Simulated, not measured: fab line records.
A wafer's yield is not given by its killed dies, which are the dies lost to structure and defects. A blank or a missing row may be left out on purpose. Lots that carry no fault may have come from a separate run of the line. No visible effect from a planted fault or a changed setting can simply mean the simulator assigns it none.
Split-lot experiment + flow n5 finfet + route with 1938 steps; 7 lots, 21 wafers read

== SPLIT DETAILS ==
At N5_BEOL_M9_TRENCH_ETCH_37 (etches SiCOH lowk in C4F6/O2, target depth 151.43 nm, time 49 s), the setting source w was moved away from the recipe's 345 W on 8 of the 21 wafers read, by -11.2% to +14.3%. For the rest of the wafers, this setting stayed at what the recipe calls for.

The reading is taken at the split's own step.

== THE READING ==
rf vpp V, in V, at N5_BEOL_M9_TRENCH_ETCH_37 (etches SiCOH lowk in C4F6/O2, target depth 151.43 nm, time 49 s). Typical for fault-free wafers on this fab line: 660 V, with standard deviation 8.6 V.

| wafer  | tool, chamber at the split | source w as run, W | against the recipe | rf vpp V, V | against lot-mates on the recipe |
|--------|----------------------------|--------------------|--------------------|-------------|---------------------------------|
| L086.3 | rie diel-05, 2             | 384.1              | +11.3%             | 614         | -34                             |
| L086.4 | rie diel-05, 3             | 384.1              | +11.3%             | 633         | -15                             |
| L086.6 | rie diel-05, 2             | 345                | recipe             | 648         | -                               |
| L087.1 | rie diel-04, 1             | 394.5              | +14.3%             | 622         | -48                             |
| L087.3 | rie diel-04, 0             | 345                | recipe             | 670         | -                               |
| L087.6 | rie diel-04, 3             | 394.5              | +14.3%             | 602         | -68                             |
| L088.3 | rie diel-02, 3             | 345                | recipe             | 661         | -                               |
| L088.4 | rie diel-02, 0             | 345                | recipe             | 666         | -                               |
| L088.5 | rie diel-02, 3             | 345                | recipe             | 660         | -                               |
| L090.1 | rie diel-02, 3             | 317.5              | -8.0%              | 690         | +25                             |
| L090.5 | rie diel-02, 3             | 317.5              | -8.0%              | 689         | +24                             |
| L090.6 | rie diel-02, 0             | 345                | recipe             | 665         | -                               |
| L093.2 | rie diel-02, 0             | 345                | recipe             | 665         | -                               |
| L093.4 | rie diel-02, 3             | 345                | recipe             | 660         | -                               |
| L093.5 | rie diel-02, 3             | 386.2              | +11.9%             | 623         | -40                             |
| L096.1 | rie diel-05, 3             | 345                | recipe             | 667         | -                               |
| L096.2 | rie diel-05, 1             | 306.2              | -11.2%             | 685         | +28                             |
| L096.6 | rie diel-05, 2             | 345                | recipe             | 647         | -                               |
| L097.4 | rie diel-02, 3             | 345                | recipe             | 661         | -                               |
| L097.5 | rie diel-02, 1             | 345                | recipe             | 668         | -                               |
| L097.6 | rie diel-02, 2             | 345                | recipe             | 654         | -                               |

THE FIT
A straight line over all 21 wafers: rf vpp V changes by -3.2 V for each +1% of source w; r = -0.95; the points scatter about the line by 7.9 V.
The same after taking each lot's own level away (the mean of its wafers on the recipe; 21 wafers): -3.17 V for each +1%; r = -0.94; scatter 8.4 V.
The reading moves by 45 V for the largest change in source w, on that fit.
Measured against the standard deviation above, the lots' own levels, which go from 648.0 to 670.0 V, span 2.6 times it.
The two slopes agree, so the slope changes little with the lot-to-lot level.
Check: with one of the wafers moved furthest among these (+14.3%) left out of the fit, the line predicts -45.6 V for it against its lot-mates. It came out at -48 V against them.
Tool readings at the split's step, against how far the setting was moved: rf vpp V r = -0.95.

== ADDITIONAL SPLITS CARRIED BY THESE WAFERS ==
Other splits were also applied to these wafers ahead of the reading. Each is held against what the fit with the lots' levels taken away leaves over:
| other split on the same wafers | wafers away from the commonest value | r with rf vpp V (lot level and that fit taken away) |
|--------------------------------|--------------------------------------|-----------------------------------------------------|
| N5_BEOL_M7_EXPOSE_25 dose mj   | 9                                    | -0.07                                               |
| N5_BEOL_M8_EXPOSE_08 dose mj   | 6                                    | -0.05                                               |
| N5_BEOL_M8_DESCUM_16 time s    | 6                                    | -0.22                                               |

== THE FILE'S OWN FIT ==
rf vpp V changes by -3.13 V for each +1% of source w, r = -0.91.
